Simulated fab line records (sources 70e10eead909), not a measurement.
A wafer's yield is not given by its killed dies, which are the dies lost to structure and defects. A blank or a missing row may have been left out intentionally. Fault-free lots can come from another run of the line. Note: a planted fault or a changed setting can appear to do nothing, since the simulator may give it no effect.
A lot that was struck, set against a sound lot :: flow nand_harc :: 15 out of 1302 route steps
Sound: these wafers, L740.3, L740.4, L740.5. Struck: wafer L757.4; the same lot's L757.6 was not struck, so it is left out; see the end for the cause.
Order at every step that has rows: each side's tool, ch and its chambers, its first start. Under that, the readings that differ: sound wafers :: struck wafers :: difference of the means :: sigmas: that difference in standard deviations of wafers without a fault.
alike: readings with means less than 2 such deviations apart, plus words and numbers identical on both sides. not compared: withheld readings, readings lacking a value on some wafer, bounds such as >300 that could conceal the same value, and numbers that have no deviation in the record and whose values overlap.
A row with sigmas, a row that says differs or no value, or rows on one side alone: a step with any of these is where the two part. When numbers do not overlap yet have no deviation, they are printed without sigmas and do not part them. A reading that every wafer of one side lacks parts them only if that side has two wafers or more.

first, 8 steps without rows for these wafers: NHARC_THIN_TSV_DEHYDRATE_25 (time 120 s); NHARC_THIN_TSV_HMDS_26 (time 30 s); NHARC_THIN_TSV_COAT_27; NHARC_THIN_TSV_SOFTBAKE_28 (time 95 s); NHARC_THIN_TSV_EBR_29; NHARC_THIN_TSV_EXPOSE_30 (exposes mask PAD); NHARC_THIN_TSV_PEB_31 (peb time 85 s); NHARC_THIN_TSV_DEVELOP_32 (time 70 s).
NHARC_THIN_TSV_CD_MEAS_33: the cd target is 5000 nm.
  sound on cd_sem-01 ch 0, day 24 02:59; struck on cd_sem-03 ch 0, day 31 09:34
  alike: cd_nm
then, 1 step without rows for these wafers: NHARC_THIN_TSV_HARDBAKE_34 (time 80 s).
NHARC_THIN_TSV_DESCUM_35: chemistry O2, time 3 s.
  sound on rie_diel-12 ch 1,2,3, day 24 03:09; struck on rie_diel-12 ch 3, day 31 09:44
  alike: drypump_motor_current_A, oes_product_au, rf_vpp_V, showerhead_plenum_p_Torr, throttle_valve_pct
  not compared: rf_hours_counter_h
NHARC_THIN_TSV_ETCH_59: etches the open film in Cl2/BCl3, target depth 880 nm, time 138.1 s.
  sound on rie_metal-02 ch 0,1, day 24 03:20; struck on rie_metal-01 ch 1, day 31 09:57
  alike: drypump_motor_current_A, oes_product_au, rf_fwd_power_W, throttle_valve_pct
  not compared: rf_hours_counter_h
NHARC_THIN_TSV_ETCH_36: etches the open film in Cl2/BCl3, target depth 65 nm, time 18.571 s.
  sound on rie_metal-02 ch 0,1, day 24 03:32; struck on rie_metal-01 ch 1, day 31 10:07
reading: over_etch_frac
sound: 0.3 0.3 0.3
struck: 0.2186
difference: -0.0814
sigmas: 
  alike: drypump_motor_current_A, oes_product_au
  not compared: rf_hours_counter_h
NHARC_THIN_TSV_STRIP_56: strips in O2.
  sound on plasma_asher-02 ch 0,1, day 24 03:43; struck on plasma_asher-02 ch 0, day 31 10:17
  alike: drypump_motor_current_A, heater_power_w, temp_c
  not compared: rf_hours_counter_h
next, for these wafers, 1 step has no rows: NHARC_END_SORT_01.

## WHERE THEY PART
Nowhere in this record.

WHY: whatever the simulator had introduced
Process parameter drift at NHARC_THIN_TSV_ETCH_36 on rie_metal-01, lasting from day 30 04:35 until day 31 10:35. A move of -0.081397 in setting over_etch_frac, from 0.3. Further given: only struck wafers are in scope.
